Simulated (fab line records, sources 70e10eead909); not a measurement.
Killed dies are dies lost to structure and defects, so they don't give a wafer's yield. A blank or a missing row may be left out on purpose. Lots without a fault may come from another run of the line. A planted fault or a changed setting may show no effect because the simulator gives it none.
A struck lot beside a sound one | flow nand_harc | 15 steps out of a route of 1302
Sound: wafers L675.2, L675.3, L675.5. Struck: wafer L671.2. (L671.1, L671.5 of the same lot were not struck and are left out.) The cause comes at the end.
At each step with rows: each side's tool, then ch and its chambers, then its first start. Under that, the readings that differ: sound wafers | struck wafers | difference of the means | sigmas: that difference in standard deviations of wafers without a fault.
alike: readings whose means differ by less than 2 such deviations, and words and numbers that are the same on both sides. not compared: withheld readings, readings that some wafer has no value for, bounds like >300 that may hide the same value, and numbers for which the record gives no deviation and whose values overlap.
The two part at a step that has a row with sigmas, a row that says differs or no value, or rows on one side only. Numbers that don't overlap but have no deviation are shown without sigmas and don't part them. A reading that every wafer of one side lacks parts them only if that side has two wafers or more.

NHARC_A_ONON_D2_THK_MEAS_14: measures by ellipsometry.
  sound on film_metro-02, day 17 08:02; struck on film_metro-02, day 15 20:25
  alike: thk_nm
then, 2 steps without rows for these wafers: NHARC_A_ONON_D2_ANNEAL_15 (time 3600 s); NHARC_A_ONON_D2_DEP_16 (target thk 1000 nm).
NHARC_A_ONON_D2_THK_MEAS_18: measures by ellipsometry.
  sound on film_metro-01, day 17 15:13; struck on film_metro-01, day 16 03:59
  alike: thk_nm
then, 1 step without rows for these wafers: NHARC_A_ONON_D2_DEP_19 (target thk 1000 nm).
NHARC_A_ONON_D2_THK_MEAS_21: measures by ellipsometry.
  sound on film_metro-02, day 17 15:47; struck on film_metro-01, day 16 04:34
  alike: thk_nm
then, 1 step without rows for these wafers: NHARC_A_ONON_D2_DEP_22 (target thk 1000 nm).
NHARC_A_ONON_D2_THK_MEAS_24: measures by ellipsometry.
  sound on film_metro-01, day 17 16:21; struck on film_metro-01, day 16 05:08
  reading     | sound       | struck | difference | sigmas
  thk_nm (nm) | 988 984 984 | 1016   | +31        | +4
then, 1 step without rows for these wafers: NHARC_A_ONON_D2_DEP_25 (target thk 1000 nm).
NHARC_A_ONON_D2_THK_MEAS_27: measures by ellipsometry.
  sound on film_metro-02, day 17 16:55; struck on film_metro-01, day 16 05:41
  alike: thk_nm
then, 1 step without rows for these wafers: NHARC_A_ONON_D2_DEP_28 (target thk 1000 nm).
NHARC_A_ONON_D2_THK_MEAS_30: measures by ellipsometry.
  sound on film_metro-01, day 17 17:29; struck on film_metro-01, day 16 06:15
  alike: thk_nm
NHARC_A_ONON_D2_DEP_33: deposits SiO2, target thk 200 nm.
  sound on pecvd-02 ch 0,1, day 17 17:32; struck on pecvd-04 ch 2, day 16 06:18
  reading            | sound       | struck | difference | sigmas
  rf_fwd_power_W (W) | 895 906 893 | 1000   | +102       | +33
  alike: heater_power_w, throttle_valve_pct
  not compared: since_wet_clean_h
NHARC_A_ONON_D2_THK_MEAS_34: measures by ellipsometry.
  sound on film_metro-02, day 17 17:57; struck on film_metro-01, day 16 06:51
  alike: thk_nm
-- the record jumps here: 12 days lie between the struck wafers' starts before and after (it left off in module A_ONON_D2 and takes up again in module END, whose first step shown is number 1302 of the route) --
NHARC_END_SORT_01:
  sound on prober-01 ch 0, day 29 18:44; struck on prober-01 ch 0, day 27 19:32
  alike: killed_at_array, killed_at_other, killed_at_periphery, killed_dies, killed_open, killed_short

WHERE THEY PART
First at NHARC_A_ONON_D2_THK_MEAS_24; last, within this record, at NHARC_A_ONON_D2_DEP_33. Later steps at which nothing parts them and some readings are alike: NHARC_A_ONON_D2_THK_MEAS_34, NHARC_END_SORT_01.

WHY: what the simulator had put in
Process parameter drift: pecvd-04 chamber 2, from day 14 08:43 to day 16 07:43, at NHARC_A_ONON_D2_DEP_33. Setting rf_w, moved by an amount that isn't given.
